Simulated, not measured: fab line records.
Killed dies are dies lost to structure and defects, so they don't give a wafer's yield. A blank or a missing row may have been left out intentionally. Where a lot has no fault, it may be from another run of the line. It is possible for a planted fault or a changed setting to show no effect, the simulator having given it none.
8D (eight disciplines) problem report, filled in by code -- flow n5_finfet -- the parts of the form that need people (team, actions taken, sign-off) are left out

== 1. THE ISSUE ==
killed_at_contacts at N5_PASSIVATION_PROBE_49 reads a mean of 133 on 6 wafers of 2 lots; wafers without a fault read 12 with a standard deviation of 5.9. Relative to the usual mean, that is a shift of +21 standard deviations.
First observed at day 18 03:01: wafer L219.4, on prober-01. The record holds 9 wafers of 3 lots with a number at this step. Rule for "out", or "out of limits": more than 4 standard deviations from the usual mean. The rest of the wafers with a number are treated as sound.

== 2. WHAT IT IS, WHAT IT ISN'T ==
question,is,is not
which readings at this step,killed_at_contacts,"killed_at_M0_to_M3, killed_at_M4_up, killed_at_front_end, killed_at_other, killed_open, sort_bin_6_memory"
which lots,"L219, L224",L212
which wafers of those lots,all that have a number,-
read on which tools,prober-01,prober-02
when,from day 18 03:01,up to then (3 sound wafers)

== 3. THE SUSPECTS, EACH WITH WHAT RULES IT OUT ==
Counting: any tool at a process step up to the reading is kept as a suspect provided that every lot that is out went through it and no sound lot did after the first of them.
- rie_diel-04 at N5_MOL_CONTACT_COAG_VIA_ETCH_117 (etches SiO2 in C4F6/O2, target depth 40 nm, overetch 8 nm, time 26 s): kept. It processed each lot that is out, first L219 at day 8 01:45, and no sound lot thereafter; up to then, the last sound lot it processed was L212 at day 6 07:25.
- pecvd-01 at N5_PASSIVATION_PECVD_01 (deposits SiNx from SiH4/NH3/N2, target thk 200 nm, time 43.2 s): kept. It ran every lot that is out, first L219 (day 17 18:46), and no sound lot after that.
- prober-01 at N5_PASSIVATION_PROBE_49: kept. It ran every lot that is out, first L219 (day 18 03:01), and no sound lot after that. Out on those wafers are its own readings of killed_at_contacts.
Left after counting: rie_diel-04 at N5_MOL_CONTACT_COAG_VIA_ETCH_117, pecvd-01 at N5_PASSIVATION_PECVD_01, prober-01 at N5_PASSIVATION_PROBE_49.

== 4. THE CAUSE (what the simulator had put in) ==
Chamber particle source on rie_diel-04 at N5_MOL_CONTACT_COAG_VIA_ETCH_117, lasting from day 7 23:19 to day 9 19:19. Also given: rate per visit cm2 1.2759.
3 suspects survive the count, and this tool is in that group.

== 5. THE CHAIN OF EFFECTS, in route order ==
Each row: a reading where the mean over the struck wafers with a number is more than 3 standard deviations away from the usual. Only readings for which the record gives a usual standard deviation are gone through. hours: the time from each lot's start at the first step in this table that gives one to its start at this step, as a median over the lots. sigmas: the change in usual standard deviations.
hours,step,reading,usual,on struck wafers,change,sigmas
0,N5_PASSIVATION_PROBE_49,defect_limited_yield,91.2 %,82.1,-9.1,-6.5
0,N5_PASSIVATION_PROBE_49,killed_at_contacts,12,133,+121,+21
0,N5_PASSIVATION_PROBE_49,killed_dies,104,211,+107,+6.3
0,N5_PASSIVATION_PROBE_49,sort_bin_5_function,5.1 %,11.1,+6.0,+6.3
0,N5_PASSIVATION_PROBE_49,sort_n_pass,1076,969,-107,-6.3
0,N5_PASSIVATION_PROBE_49,sort_yield_pct,91.2 %,82.1,-9.1,-6.5
The process steps in it:
- N5_PASSIVATION_PROBE_49

== 6. HOW IT WOULD HAVE BEEN CAUGHT EARLIER ==
In this record the first reading out of limits was taken at day 18 03:01, 244 hours after the fault began at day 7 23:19.
Of the tool readings at N5_MOL_CONTACT_COAG_VIA_ETCH_117 for which the record gives a usual standard deviation, none was out on any struck wafer, so an alarm limit of 4 standard deviations on them would not have fired.
The start of N5_MOL_CONTACT_COAG_VIA_ETCH_117 on rie_diel-04 came by day 18 03:01 for every one of the lots that are out (2). Holding the tool at that point would not have protected any of them.
